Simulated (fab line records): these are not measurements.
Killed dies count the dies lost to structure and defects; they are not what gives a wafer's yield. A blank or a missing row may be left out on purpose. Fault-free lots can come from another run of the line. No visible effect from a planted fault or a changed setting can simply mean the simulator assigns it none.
What tool caused it? ; flow n5Finfet ; 10 lots with 30 wafers sampled at 5 steps, on a route of 1938 steps

WHAT EACH GAUGE READ, for each wafer
N5_FIN_SAQP_THK_MEAS_05. Usual: 37.9 nm for thkNm, sd 0.48.
lot;measured;on;thkNm (nm);flag
L184;day 2 08:53;filmMetro-02;37.8 37.9 38.2;
L185;day 2 15:22;filmMetro-01;37.0 38.1 37.7;
L186;day 2 21:21;filmMetro-01;37.6 37.7 38.6;
L191;day 4 02:58;filmMetro-02;38.0 38.3 38.5;
L192;day 4 08:52;filmMetro-01;37.3 38.3 38.2;
L199;day 6 02:50;filmMetro-02;37.2 37.4 37.9;
L201;day 6 14:52;filmMetro-02;37.6 37.9 38.0;
L202;day 6 21:12;filmMetro-01;38.4 37.9 38.2;
L203;day 7 03:09;filmMetro-02;38.0 37.5 39.0;
L204;day 7 09:13;filmMetro-02;37.0 37.6 37.8;

N5_FIN_SAQP_INSPECT_18: inspects for defects (brightfield). Usual: 421 for rawDefectCount, sd 110.
lot;measured;on;rawDefectCount;flag
L184;day 2 09:44;defectInspect-01;269 487 362;
L185;day 2 16:03;defectInspect-01;243 285 281;
L186;day 2 22:06;defectInspect-02;456 335 366;
L191;day 4 03:47;defectInspect-02;467 426 760;
L192;day 4 09:37;defectInspect-02;509 329 487;
L199;day 6 03:37;defectInspect-01;291 358 319;
L201;day 6 15:30;defectInspect-02;381 271 399;
L202;day 6 21:57;defectInspect-01;436 585 352;
L203;day 7 03:47;defectInspect-02;361 417 317;
L204;day 7 09:59;defectInspect-02;370 413 492;

N5_BEOL_M4_RC_MEAS_101. Usual: DIBL_N 36.2 mV/V, standard deviation 1.7; DIBL_P 36.2 mV/V, standard deviation 2.2; IOFF_N 0.16 nA/um, standard deviation 0.035; IOFF_P 0.21 nA/um, standard deviation 0.042; ION_N 673 uA/um, standard deviation 13; ION_P 462 uA/um, standard deviation 7.9; SS_N 71.4 mV/dec, standard deviation 0.59; SS_P 73.2 mV/dec, standard deviation 0.7; VT_N 250 mV, standard deviation 3.6; VT_P -251 mV, standard deviation 3.5.
lot;measured;on;DIBL_N (mV/V);DIBL_P (mV/V);IOFF_N (nA/um);IOFF_P (nA/um);ION_N (uA/um);ION_P (uA/um);SS_N (mV/dec);SS_P (mV/dec);VT_N (mV);VT_P (mV);flag
L184;day 8 05:29;prober-01;33.7 35.4 35.9;35.2 37.1 37.6;0.14 0.16 0.18;0.21 0.23 0.23;667 674 682;469 473 473;70.5 71.1 71.9;72.9 73.2 74.0;252 250 248;-250 -248 -250;
L185;day 8 07:13;prober-02;36.6 39.1 39.0;37.7 41.7 41.1;0.20 0.27 0.27;0.26 0.34 0.34;688 713 696;468 482 476;72.1 71.7 72.7;73.4 74.9 74.9;243 240 240;-246 -244 -243;
L186;day 8 10:10;prober-02;35.5 34.1 36.4;34.9 33.8 35.9;0.14 0.12 0.17;0.19 0.18 0.21;667 673 689;464 467 467;70.9 70.8 71.2;73.4 72.8 72.6;251 250 247;-251 -254 -250;
L191;day 10 17:28;prober-01;38.1 37.1 38.6;38.7 37.4 39.1;0.19 0.17 0.19;0.24 0.22 0.25;695 678 681;468 464 466;72.1 72.0 72.6;73.9 73.7 74.6;248 250 245;-246 -250 -246;
L192;day 10 21:37;prober-01;36.3 38.6 37.6;36.0 38.3 36.5;0.15 0.20 0.17;0.20 0.24 0.21;673 670 671;459 456 462;71.0 71.4 72.3;73.7 74.2 73.1;253 248 248;-253 -251 -250;
L199;day 12 13:05;prober-02;36.2 35.4 36.9;35.5 35.1 37.5;0.16 0.16 0.17;0.21 0.21 0.24;670 677 676;465 468 462;71.2 71.6 72.2;73.1 73.0 73.1;251 249 249;-249 -249 -249;
L201;day 12 23:57;prober-01;35.2 37.4 36.4;34.0 36.2 34.2;0.13 0.18 0.15;0.18 0.22 0.19;668 685 661;460 467 455;71.4 71.3 70.8;72.7 72.8 73.1;250 245 249;-253 -251 -252;
L202;day 12 20:08;prober-02;36.3 35.5 34.4;37.8 35.8 34.4;0.16 0.14 0.12;0.21 0.19 0.16;675 671 667;458 461 454;70.9 70.7 71.0;73.4 73.3 73.1;251 252 253;-251 -251 -254;
L203;day 13 14:12;prober-01;37.8 36.2 37.1;37.2 34.0 34.9;0.16 0.12 0.15;0.25 0.19 0.21;669 673 675;459 462 470;71.8 71.5 70.9;73.6 72.6 72.3;247 255 249;-247 -251 -249;
L204;day 13 15:37;prober-02;37.0 34.4 37.7;36.1 33.8 37.8;0.16 0.12 0.18;0.21 0.17 0.24;668 666 678;459 457 459;71.3 71.0 71.8;72.9 71.9 73.3;251 255 247;-250 -253 -249;

WHAT TOOL EACH LOT RAN ON (gives the tool, then ch and the chambers of the sampled wafers, and finally the start)
lot;N5_FIN_SAQP_ALD_61;N5_FIN_SAQP_ETCH_51
L184;aldSin-01 ch 0,2,3, day 2 08:23;rieDiel-04 ch 0,1,3, day 2 09:49
L185;aldSin-03 ch 2,3, day 2 14:46;rieDiel-04 ch 2,3, day 2 16:08
L186;aldSin-04 ch 1,2,3, day 2 20:28;rieDiel-03 ch 0,1,2, day 2 22:16
L191;aldSin-04 ch 0,2,3, day 4 02:28;rieDiel-04 ch 0,2,3, day 4 03:51
L192;aldSin-04 ch 0,2, day 4 08:13;rieDiel-04 ch 0,2,3, day 4 09:43
L199;aldSin-01 ch 0,1,2, day 6 02:19;rieDiel-03 ch 0,1,3, day 6 03:41
L201;aldSin-04 ch 0,3, day 6 14:22;rieDiel-03 ch 0,1,2, day 6 15:38
L202;aldSin-03 ch 2,3, day 6 20:41;rieDiel-03 ch 1,2,3, day 6 22:10
L203;aldSin-04 ch 0,1,3, day 7 02:38;rieDiel-01 ch 0,1,3, day 7 03:51
L204;aldSin-03 ch 0,1,2, day 7 08:35;rieDiel-01 ch 0,1,3, day 7 10:03
- N5_FIN_SAQP_ALD_61: deposits SiO2, target thk 4 nm, pulse time 1 s, purge time 2 s.
- N5_FIN_SAQP_ETCH_51: etches SiARC in CF4, target depth 45.5 nm, time 75.8 s.

AS READ BY THE TOOLS THEMSELVES (means over the sampled wafers that have a number; for cases with no such wafer, the mark the record gives instead)
N5_FIN_SAQP_ALD_61. Usual: heaterPowerW 459 W, standard deviation 41; precursorPulseHeightRel 1.000, standard deviation 0.021.
lot;tool;heaterPowerW (W);precursorPulseHeightRel;flag
L184;aldSin-01;478;0.999;
L185;aldSin-03;421;0.985;
L186;aldSin-04;474;1.004;
L191;aldSin-04;462;0.994;
L192;aldSin-04;433;0.972;
L199;aldSin-01;460;1.006;
L201;aldSin-04;410;1.000;
L202;aldSin-03;434;0.992;
L203;aldSin-04;436;1.013;
L204;aldSin-03;470;0.995;

N5_FIN_SAQP_ETCH_51. Usual: drypumpMotorCurrentA 5.6 A, standard deviation 0.44; etchRfOnTimeS 75.3 s, standard deviation 1.3; oesProductAu 0.67 a.u., standard deviation 0.054; rfVppV 184.5 V, standard deviation 1; showerheadPlenumPTorr 2.17 Torr, standard deviation 0.057; throttleValvePct 15.53 %, standard deviation 0.16.
lot;tool;drypumpMotorCurrentA (A);etchRfOnTimeS (s);oesProductAu (a.u.);rfVppV (V);showerheadPlenumPTorr (Torr);throttleValvePct (%);flag
L184;rieDiel-04;6.0;76.4;0.64;185.1;2.19;15.78;
L185;rieDiel-04;6.0;74.1;0.65;184.1;2.19;15.51;
L186;rieDiel-03;5.3;74.7;0.71;185.7;2.19;15.32;
L191;rieDiel-04;6.0;76.3;0.63;183.5;2.16;15.62;
L192;rieDiel-04;6.0;75.6;0.64;184.4;2.16;15.61;
L199;rieDiel-03;5.5;75.7;0.65;184.5;2.20;15.45;
L201;rieDiel-03;5.3;90.7;0.62;184.5;2.18;15.38;OFF
L202;rieDiel-03;5.5;82.5;0.62;183.8;2.17;15.53;OFF
L203;rieDiel-01;5.7;74.4;0.67;184.6;2.21;15.51;
L204;rieDiel-01;5.7;74.0;0.66;185.2;2.21;15.52;

THE ANSWER, worked out from the rows above alone
Rule: take the mean of a lot's wafers that have a number; if it is more than 3 standard deviations from the usual mean, the lot is off. Also off: a lot with no number at a reading for which 4 or more lots have one. All remaining lots with rows at the step are treated as sound. First the gauges in route order, then the tools' own readings, where a lot's mean is used as printed above. At the first step where some lot is off, the reading lying furthest off is the one used; lots without a number count as furthest.
Off: L201, L202 (N5_FIN_SAQP_ETCH_51, etchRfOnTimeS).
A tool fits if, at that step or a process step before it, it ran every lot that is off, and no sound lot after the first of them. One fits: N5_FIN_SAQP_ETCH_51 on rieDiel-03. Its last sound lot is L199 (day 6 03:41), its first lot that is off L201 (day 6 15:38): a fault that began between those two fits.
On the lots that are off, the tool's own readings at N5_FIN_SAQP_ETCH_51 differ by more than 5 times the standard deviation of the sound lots' means, which bears it out; etchRfOnTimeS reads 86.6 s there versus 75.2 s on the sound lots.

WHAT WAS PUT IN BY THE SIMULATOR
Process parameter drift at N5_FIN_SAQP_ETCH_51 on rieDiel-03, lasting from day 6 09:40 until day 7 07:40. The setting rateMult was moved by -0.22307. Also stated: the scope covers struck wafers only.
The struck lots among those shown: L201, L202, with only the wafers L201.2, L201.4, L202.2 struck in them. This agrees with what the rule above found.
